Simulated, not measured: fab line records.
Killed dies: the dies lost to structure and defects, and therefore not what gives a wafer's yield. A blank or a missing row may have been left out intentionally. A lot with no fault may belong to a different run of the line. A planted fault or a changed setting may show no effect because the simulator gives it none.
One fault through the eyes of 2 desks / flow n5_finfet / each desk has only its own numbers; what lay behind them comes last

THE METROLOGY DESK
Lot by lot, what the gauges showed, no matter which tool ran the lot: averages of those sampled wafers that carry a number. If a lot's mean is further than 4 standard deviations from the usual mean, the lot is out of limits and carries the mark OUT (the distance appears in the brackets). Readings shown: 7 of its 10, picked as those furthest out on some lot.
Columns: A = DIBL_N at N5_BEOL_M4_RC_MEAS_101, usual 36.5 mV/V; B = DIBL_P at N5_BEOL_M4_RC_MEAS_101, usual 36.5 mV/V; C = IOFF_P at N5_BEOL_M4_RC_MEAS_101, usual 0.22 nA/um; D = ION_P at N5_BEOL_M4_RC_MEAS_101, usual 463 uA/um; E = SS_N at N5_BEOL_M4_RC_MEAS_101, usual 71.6 mV/dec; F = SS_P at N5_BEOL_M4_RC_MEAS_101, usual 73.3 mV/dec; G = VT_P at N5_BEOL_M4_RC_MEAS_101, usual -250 mV
lot=L697; first seen here=day 8 08:12; A=36.3; B=35.7; C=0.19; D=457; E=71.3; F=73.2; G=-254
lot=L701; first seen here=day 9 10:14; A=36.4; B=36.2; C=0.22; D=471; E=71.6; F=73.2; G=-247
lot=L707; first seen here=day 11 03:36; A=36.5; B=36.0; C=0.20; D=460; E=71.7; F=73.1; G=-252
lot=L711; first seen here=day 12 01:16; A=37.7; B=37.9; C=0.21; D=461; E=71.5; F=73.8; G=-252
lot=L713; first seen here=day 12 10:10; A=35.6; B=33.4; C=0.19; D=457; E=71.1; F=72.6; G=-250
lot=L719; first seen here=day 14 23:12; A=38.5; B=37.8; C=0.24; D=461; E=72.4; F=73.6; G=-248
This desk's finding: nothing out of limits on any of the 6 lots.

AT THE TOOL OWNER'S DESK: rie_diel-02
The tool's own readings at N5_SD_EPI_P_ETCH_37 (etches SOC in N2/H2, overetch 108 nm, time 486 s): means of the sampled wafers that have a number, for each lot that ran on this tool. If a lot's mean is further than 4 standard deviations from the usual mean, the lot is out of limits and carries the mark OUT (the distance appears in the brackets).
Columns: A = bias_w at N5_SD_EPI_P_ETCH_37, usual 133.0 W; B = chamber_pressure_mTorr at N5_SD_EPI_P_ETCH_37, usual 20.000 mTorr; C = drypump_motor_current_A at N5_SD_EPI_P_ETCH_37, usual 5.7 A; D = oes_product_au at N5_SD_EPI_P_ETCH_37, usual 0.69 a.u.; E = rf_vpp_V at N5_SD_EPI_P_ETCH_37, usual 240.6 V; F = showerhead_plenum_p_Torr at N5_SD_EPI_P_ETCH_37, usual 2.53 Torr; G = throttle_valve_pct at N5_SD_EPI_P_ETCH_37, usual 23.77 %
lot=L701; first seen here=day 4 12:15; A=132.8; B=20.006; C=6.0; D=0.65; E=239.8; F=2.52; G=23.87
lot=L707; first seen here=day 6 02:02; A=133.0; B=20.003; C=6.2; D=0.62; E=239.9; F=2.46; G=23.78
lot=L711; first seen here=day 6 22:54; A=133.1; B=19.990; C=5.6; D=0.66; E=239.3; F=2.46; G=23.60
lot=L719; first seen here=day 8 23:28; A=132.7; B=19.988; C=5.8; D=0.64; E=241.2; F=2.52; G=23.78
This desk's finding: nothing out of limits on any of the 4 lots.

TAKEN TOGETHER
Metrology desk: nothing out of limits seen.
The desk of the tool owner found nothing out of limits.

WHAT THE SIMULATOR HAD PUT IN
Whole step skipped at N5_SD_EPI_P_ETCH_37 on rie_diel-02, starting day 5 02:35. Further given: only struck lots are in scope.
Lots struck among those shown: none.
